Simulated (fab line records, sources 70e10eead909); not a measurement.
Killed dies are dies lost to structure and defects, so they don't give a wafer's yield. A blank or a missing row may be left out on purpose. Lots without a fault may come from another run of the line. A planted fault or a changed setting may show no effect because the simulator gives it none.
A struck lot beside a sound one | flow nand_harc | 15 steps out of a route of 1302
Sound: wafers L186.2, L186.4, L186.6. Struck: wafers L197.3, L197.6. (L197.4 of the same lot was not struck and is left out.) The cause comes at the end.
At each step with rows: each side's tool, then ch and its chambers, then its first start. Under that, the readings that differ: sound wafers | struck wafers | difference of the means | sigmas: that difference in standard deviations of wafers without a fault.
alike: readings whose means differ by less than 2 such deviations, and words and numbers that are the same on both sides. not compared: withheld readings, readings that some wafer has no value for, bounds like >300 that may hide the same value, and numbers for which the record gives no deviation and whose values overlap.
The two part at a step that has a row with sigmas, a row that says differs or no value, or rows on one side only. Numbers that don't overlap but have no deviation are shown without sigmas and don't part them. A reading that every wafer of one side lacks parts them only if that side has two wafers or more.

NHARC_A_BONDPAD_CD_MEAS_09: target cd 500 nm.
  sound on cd_sem-01 ch 0, day 22 23:19; struck on cd_sem-03 ch 0, day 28 13:36
  alike: cd_nm
NHARC_A_BONDPAD_OVL_MEAS_35:
  sound on overlay-02, day 22 23:24; struck on overlay-01, day 28 13:41
  alike: overlay_x_nm, overlay_y_nm
then, 1 step without rows for these wafers: NHARC_A_BONDPAD_HARDBAKE_10 (time 65 s).
NHARC_A_BONDPAD_DESCUM_11: chemistry O2, time 3 s.
  sound on rie_diel-04 ch 1,2,3, day 22 23:32; struck on rie_diel-04 ch 1,3, day 28 13:49
  alike: drypump_motor_current_A, oes_product_au, rf_vpp_V, showerhead_plenum_p_Torr, throttle_valve_pct
  not compared: rf_hours_counter_h
then, 1 step without rows for these wafers: NHARC_A_BONDPAD_ETCH_34 (etches the open film in N2/H2, target depth 60 nm, overetch 18 nm, time 65.91 s).
NHARC_A_BONDPAD_ETCH_12: etches the open film in CHF3/O2, target depth 220 nm, time 110 s.
  sound on rie_diel-04 ch 1,2,3; struck on rie_diel-04 ch 1,2
  alike: drypump_motor_current_A, oes_product_au, rf_fwd_power_W, rf_vpp_V, showerhead_plenum_p_Torr, throttle_valve_pct
  not compared: rf_hours_counter_h
NHARC_A_BONDPAD_CD_MEAS_13:
  sound on cd_sem-03, day 22 23:53; struck on cd_sem-02, day 28 14:08
  reading    | sound             | struck      | difference | sigmas
  cd_nm (nm) | 499.2 499.2 497.7 | 501.6 501.0 | +2.6       | +2
then, 1 step without rows for these wafers: NHARC_A_BONDPAD_STRIP_15 (strips in O2).
NHARC_A_BONDPAD_ETCH_24: etches the open film in CF4/N2, target depth 30 nm, time 72.99 s.
  sound on rie_diel-04 ch 1,2, day 23 00:09; struck on rie_diel-04 ch 2
  alike: drypump_motor_current_A, oes_product_au, rf_fwd_power_W, rf_vpp_V, showerhead_plenum_p_Torr, throttle_valve_pct
  not compared: rf_hours_counter_h
then, 2 steps without rows for these wafers: NHARC_A_BONDPAD_STRIP_16 (strips in post etch residue remover, time 600 s); NHARC_A_BONDPAD_DEGAS_25 (time 60 s).
NHARC_A_BONDPAD_PRE_CLEAN_26: time 30 s.
  sound on pvd_sputter-02; struck on pvd_sputter-02
  alike: heater_power_w
NHARC_A_BONDPAD_PVD_17: deposits TaN, target thk 5 nm, time 8.06 s.
  sound on pvd_sputter-02, day 23 00:44; struck on pvd_sputter-02, day 28 14:52
  reading    | sound          | struck        | difference | sigmas
  time_s (s) | 8.06 8.06 8.06 | 6.3049 6.3049 | -1.7551    |
  alike: substrate_temp_c, throttle_valve_pct
NHARC_A_BONDPAD_PVD_27: deposits Cu, target thk 30 nm, time 20.49 s.
  sound on pvd_sputter-02; struck on pvd_sputter-02
  alike: substrate_temp_c, throttle_valve_pct
  not compared: time_s
then, 1 step without rows for these wafers: NHARC_END_SORT_01.

WHERE THEY PART
Only at NHARC_A_BONDPAD_CD_MEAS_13, within this record. Later steps at which nothing parts them and some readings are alike: NHARC_A_BONDPAD_ETCH_24, NHARC_A_BONDPAD_PRE_CLEAN_26, NHARC_A_BONDPAD_PVD_17, NHARC_A_BONDPAD_PVD_27.

WHY: what the simulator had put in
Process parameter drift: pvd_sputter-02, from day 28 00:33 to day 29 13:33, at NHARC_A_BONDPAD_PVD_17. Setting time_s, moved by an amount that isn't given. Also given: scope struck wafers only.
